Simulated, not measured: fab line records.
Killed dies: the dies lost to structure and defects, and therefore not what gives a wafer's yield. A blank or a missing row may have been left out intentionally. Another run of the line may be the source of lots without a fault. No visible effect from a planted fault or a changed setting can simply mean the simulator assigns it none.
Problem report, 8D (eight disciplines) form, completed by code -- flow nand_harc -- the parts of the form that need people (team, actions taken, sign-off) are left out

1. WHAT WENT WRONG
A mean of 26.8 s is read at NHARC_A_CHANNEL_FILL_D2_CMP_10 for time_to_endpoint_s, taken on 1 wafer of 1 lot, against 14.7 s (standard deviation 2.4) on wafers free of any fault. That is +5.0 standard deviations from the usual mean.
The step: polishes, target thk 150 nm.
The first sign was on wafer L457.4 at day 17 20:14, on cmp-03. At this step, 33 wafers from 11 lots have a number in the record. Rule for "out", or "out of limits": more than 4 standard deviations from the usual mean. The rest of the wafers with a number are treated as sound.

2. WHAT IT IS, WHAT IT ISN'T
question,is,is not
which readings at this step,time_to_endpoint_s,"motor_current_A, retaining_ring_pressure_frac"
which lots,L457,"L451, L452, L464, L465, L466, L467, L468, L470, L471, L473"
which wafers of those lots,L457.4,"L457.1, L457.5"
read on which tools,cmp-03,"cmp-02, cmp-04"
when,from day 17 20:14,"up to then (8 sound wafers); but 24 sound wafers of L464, L465, L466, L467, L468, L470, L471, L473 came after"

3. SUSPECTS, AND WHAT RULES EACH OUT
Counting: any tool at a process step up to the reading remains a suspect provided it ran every lot that is out. Sound lots after the first of them don't rule it out here, since some wafers of a struck lot are sound.
- har_etch-01 at NHARC_A_CHANNEL_HOLE_D2_ETCH_21 (etches the open film in C4F8/O2/Ar, time 514.3 s, target depth 1600 nm): kept. It ran the lot that is out, L457 (day 15 10:22).
- har_etch-01 at NHARC_A_CHANNEL_HOLE_D2_ETCH_26 (etches the open film in C4F8/O2/Ar, time 224.1 s, target depth 300 nm): kept. It ran the lot that is out, L457 (day 15 13:40).
- rie_diel-06 at NHARC_A_CHANNEL_FILL_D2_ETCHBACK_20 (etches the open film in C4F8/O2/Ar, target depth 27 nm, time 13.5 s): kept. The lot that is out, L457, ran on it at day 16 15:30; the last sound lot it ran before that was L451, at day 14 04:25.
- cmp-03 at NHARC_A_CHANNEL_FILL_D2_CMP_10 (polishes, target thk 150 nm): kept. The lot that is out, L457, ran on it at day 17 20:14; the last sound lot it ran before that was L452, at day 16 09:31. Its own time_to_endpoint_s readings are out on those wafers.
- Within cmp-03 at NHARC_A_CHANNEL_FILL_D2_CMP_10: the wafers that are out ran in chamber 3; their sound lot-mates ran in chambers 0, 2.
Left after counting: har_etch-01 at NHARC_A_CHANNEL_HOLE_D2_ETCH_21, har_etch-01 at NHARC_A_CHANNEL_HOLE_D2_ETCH_26, rie_diel-06 at NHARC_A_CHANNEL_FILL_D2_ETCHBACK_20, cmp-03 at NHARC_A_CHANNEL_FILL_D2_CMP_10.

4. THE CAUSE (what the simulator had put in)
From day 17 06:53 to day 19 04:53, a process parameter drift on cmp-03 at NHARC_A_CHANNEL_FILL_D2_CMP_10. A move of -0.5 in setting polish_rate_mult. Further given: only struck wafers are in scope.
After counting, 4 suspects remain, this tool included.

5. THE CHAIN OF EFFECTS, in route order
Each row: a reading whose mean over the struck wafers that have a number lies more than 3 standard deviations from the usual. Scope: only readings with a usual standard deviation given in the record; hours: median across lots of the time from each lot's start at the first step in this table that gives one to its start at this step; sigmas: change in usual standard deviations.
hours,step,reading,usual,on struck wafers,change,sigmas
0,NHARC_A_CHANNEL_FILL_D2_CMP_10,time_to_endpoint_s,14.7 s,26.8,+12.1,+5.0
Its process steps:
- NHARC_A_CHANNEL_FILL_D2_CMP_10: polishes, target thk 150 nm.

6. WHAT WOULD HAVE CAUGHT IT SOONER
13 hours passed between the start of the fault at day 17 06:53 and the first reading out of limits in this record, taken at day 17 20:14.
